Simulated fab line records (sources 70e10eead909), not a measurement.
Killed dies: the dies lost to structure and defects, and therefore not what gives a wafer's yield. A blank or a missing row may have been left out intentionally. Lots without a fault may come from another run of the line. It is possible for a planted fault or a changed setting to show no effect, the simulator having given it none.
What tool caused it? | flow nand_harc | 12 lots, 35 wafers sampled, at 5 steps of a route of 1159

== WHAT EACH GAUGE READ, for each wafer ==
NHARC_A_BONDPAD_THK_MEAS_20: measures by xrf. Usual: thk_nm 169.6 nm, standard deviation 1.4.
lot  | measured     | on            | thk_nm (nm)       | flag
L220 | day 18 03:04 | film_metro-02 | 170.2 166.7 170.5 |
L221 | day 18 06:04 | film_metro-02 | 168.4 168.8 168.8 |
L222 | day 18 07:33 | film_metro-02 | 169.5 170.4 171.5 |
L219 | day 18 12:25 | film_metro-02 | 166.1 169.5 168.8 |
L223 | day 18 18:15 | film_metro-02 | 168.9 170.7 170.1 |
L224 | day 18 22:14 | film_metro-02 | 171.2 170.3 170.9 |
L225 | day 19 15:22 | film_metro-01 | 170.5 169.2 169.5 |
L226 | day 19 16:16 | film_metro-02 | 167.8 168.0 170.6 |
L233 | day 21 07:04 | film_metro-01 | 168.8 167.7       |
L237 | day 22 18:02 | film_metro-02 | 171.7 170.9 169.8 |
L240 | day 23 05:33 | film_metro-02 | 173.8 170.0 171.3 |
L238 | day 23 12:43 | film_metro-02 | 167.8 169.0 168.4 |

NHARC_END_SORT_01. Usual: defect_limited_yield 95.4 %, standard deviation 1.5; killed_at_array 26, standard deviation 9.6; killed_at_other 0.7, standard deviation 0.92; killed_at_periphery 3.8, standard deviation 2.7; killed_dies 31, standard deviation 10; killed_open 3.3, standard deviation 1.7; killed_short 1.8, standard deviation 1.3; sort_bin_2_pct 1.4 %, standard deviation 0.62; sort_bin_3_pct 0.23 %, standard deviation 0.21; sort_bin_4_pct 2.9 %, standard deviation 0.95; sort_n_pass 646, standard deviation 10; sort_rim_yield_pct 94 %, standard deviation 3.2; sort_yield_pct 95.4 %, standard deviation 1.5.
lot  | measured     | on        | defect_limited_yield (%) | killed_at_array | killed_at_other | killed_at_periphery | killed_dies | killed_open | killed_short | sort_bin_2_pct (%) | sort_bin_3_pct (%) | sort_bin_4_pct (%) | sort_n_pass | sort_rim_yield_pct (%) | sort_yield_pct (%) | flag
L220 | day 19 12:09 | prober-01 | 94.2 95.6 95.3           | 32 24 25        | 0 1 0           | 7 5 7               | 39 30 32    | 5 3 6       | 3 2 2        | 1.8 1.2 1.2        | 0.30 0.15 0.44     | 3.7 3.1 3.1        | 638 647 645 | 91 89 93               | 94.2 95.6 95.3     |
L233 | day 22 21:18 | prober-02 | 96.2                     | 23              | 1               | 2                   | 26          | 4           | 1            | 1.5                | 0                  | 2.4                | 651         | 97                     | 96.2               |
L240 | day 24 08:54 | prober-02 | 94.7 94.4 93.8           | 33 33 38        | 1 4 2           | 2 1 2               | 36 38 42    | 4 1 3       | 3 2 2        | 1.0 1.8 2.1        | 0.15 0 0.44        | 4.1 3.8 3.7        | 641 639 635 | 97 99 97               | 94.7 94.4 93.8     |

== WHICH TOOL RAN EACH LOT (tool, then ch and the chambers of the sampled wafers, then the start) ==
lot  | NHARC_THIN_TSV_ETCH_15           | NHARC_THIN_TSV_ETCHBACK_48         | NHARC_THIN_TSV_DEGAS_49
L220 | rie_si-04 ch 2,3, day 18 17:50   | rie_diel-10 ch 0,2, day 18 19:26   | pvd_sputter-01, day 18 20:03
L221 | rie_si-05 ch 2,3, day 18 22:04   | rie_diel-12 ch 1,2,3, day 18 23:46 | pvd_sputter-02, day 19 00:28
L222 | rie_si-04 ch 0,1,2, day 18 23:26 | rie_diel-10 ch 0,2, day 19 00:56   | pvd_sputter-02, day 19 01:32
L219 | rie_si-06 ch 2,3, day 19 03:42   | rie_diel-10 ch 0,1,2, day 19 05:14 | pvd_sputter-02, day 19 05:51
L223 | rie_si-05 ch 1,2,3, day 19 10:52 | rie_diel-10 ch 0,1,3, day 19 12:28 | pvd_sputter-01, day 19 12:59
L224 | rie_si-06 ch 0,1,3, day 19 09:45 | rie_diel-10 ch 0,1,2, day 19 11:22 | pvd_sputter-02, day 19 11:49
L225 | rie_si-05 ch 0,2,3, day 20 08:56 | rie_diel-12 ch 0,3, day 20 10:31   | pvd_sputter-02, day 20 11:04
L226 | rie_si-04 ch 1,2,3, day 20 07:40 | rie_diel-12 ch 1,2, day 20 09:08   | pvd_sputter-01, day 20 09:41
L233 | rie_si-05 ch 0,2, day 22 04:59   | rie_diel-03 ch 1,2, day 22 06:46   | pvd_sputter-03, day 22 07:25
L237 | rie_si-04 ch 1,2,3, day 23 07:31 | rie_diel-12 ch 0,2, day 23 08:56   | pvd_sputter-01, day 23 09:32
L240 | rie_si-05 ch 1,2,3, day 23 18:44 | rie_diel-10 ch 0,1,3, day 23 20:17 | pvd_sputter-02, day 23 20:49
L238 | rie_si-06 ch 0,1,2, day 24 02:13 | rie_diel-10 ch 2,3, day 24 03:37   | pvd_sputter-01, day 24 04:10
- NHARC_THIN_TSV_ETCH_15: target depth 3000 nm, bosch target overetch cycles 2, bosch etch step 2.8 s.
- NHARC_THIN_TSV_ETCHBACK_48: etches the open film in C4F8/Ar, target depth 1028.5 nm, time 405.17 s.
- NHARC_THIN_TSV_DEGAS_49: time 120 s.

== WHAT THE TOOLS THEMSELVES READ (means of the sampled wafers that have a number; where no wafer has one, the mark that the record gives instead) ==
NHARC_THIN_TSV_ETCH_15. Usual: drypump_motor_current_A 5.9 A, standard deviation 0.57.
lot  | tool      | drypump_motor_current_A (A) | flag
L220 | rie_si-04 | 5.4                         |
L221 | rie_si-05 | 6.1                         |
L222 | rie_si-04 | 6.2                         |
L219 | rie_si-06 | 5.8                         |
L223 | rie_si-05 | 6.1                         |
L224 | rie_si-06 | 5.6                         |
L225 | rie_si-05 | 6.2                         |
L226 | rie_si-04 | 5.9                         |
L233 | rie_si-05 | 6.1                         |
L237 | rie_si-04 | 5.9                         |
L240 | rie_si-05 | 6.1                         |
L238 | rie_si-06 | 5.3                         |

NHARC_THIN_TSV_ETCHBACK_48. Usual: oes_product_au 0.939 a.u., standard deviation 0.028; rf_vpp_V 547 V, standard deviation 4.5.
lot  | tool        | oes_product_au (a.u.) | rf_vpp_V (V) | flag
L220 | rie_diel-10 | 0.928                 | 552          |
L221 | rie_diel-12 | 0.921                 | 547          |
L222 | rie_diel-10 | 0.967                 | 552          |
L219 | rie_diel-10 | 0.922                 | 549          |
L223 | rie_diel-10 | 0.934                 | 547          |
L224 | rie_diel-10 | 0.929                 | 549          |
L225 | rie_diel-12 | 0.914                 | 546          |
L226 | rie_diel-12 | 0.920                 | 547          |
L233 | rie_diel-03 | 0.927                 | 542          |
L237 | rie_diel-12 | 0.926                 | 545          |
L240 | rie_diel-10 | 0.969                 | 547          |
L238 | rie_diel-10 | 1.005                 | 548          |

NHARC_THIN_TSV_DEGAS_49. Usual: heater_power_w 477 W, standard deviation 60.
lot  | tool           | heater_power_w (W) | flag
L220 | pvd_sputter-01 | 441                |
L221 | pvd_sputter-02 | 555                |
L222 | pvd_sputter-02 | 571                |
L219 | pvd_sputter-02 | 513                |
L223 | pvd_sputter-01 | 465                |
L224 | pvd_sputter-02 | 560                |
L225 | pvd_sputter-02 | 519                |
L226 | pvd_sputter-01 | 423                |
L233 | pvd_sputter-03 | 452                |
L237 | pvd_sputter-01 | 430                |
L240 | pvd_sputter-02 | 479                |
L238 | pvd_sputter-01 | 449                |

== THE ANSWER, worked out from the rows above alone ==
Rule: a lot is off if the mean of its wafers that have a number lies more than 3 standard deviations from the usual mean. A lot without any number at a reading at which 4 lots or more have one is off too. All remaining lots with rows at the step are treated as sound. The gauges are gone through in route order, then the tools' own readings, and for those a lot's mean is taken as printed above. The first step at which some lot is off is used, and at that step the reading that is off furthest; a lot without a number counts as furthest.
Across all readings shown, no lot is off: no conclusion can be drawn from this.

== WHAT WAS PUT IN BY THE SIMULATOR ==
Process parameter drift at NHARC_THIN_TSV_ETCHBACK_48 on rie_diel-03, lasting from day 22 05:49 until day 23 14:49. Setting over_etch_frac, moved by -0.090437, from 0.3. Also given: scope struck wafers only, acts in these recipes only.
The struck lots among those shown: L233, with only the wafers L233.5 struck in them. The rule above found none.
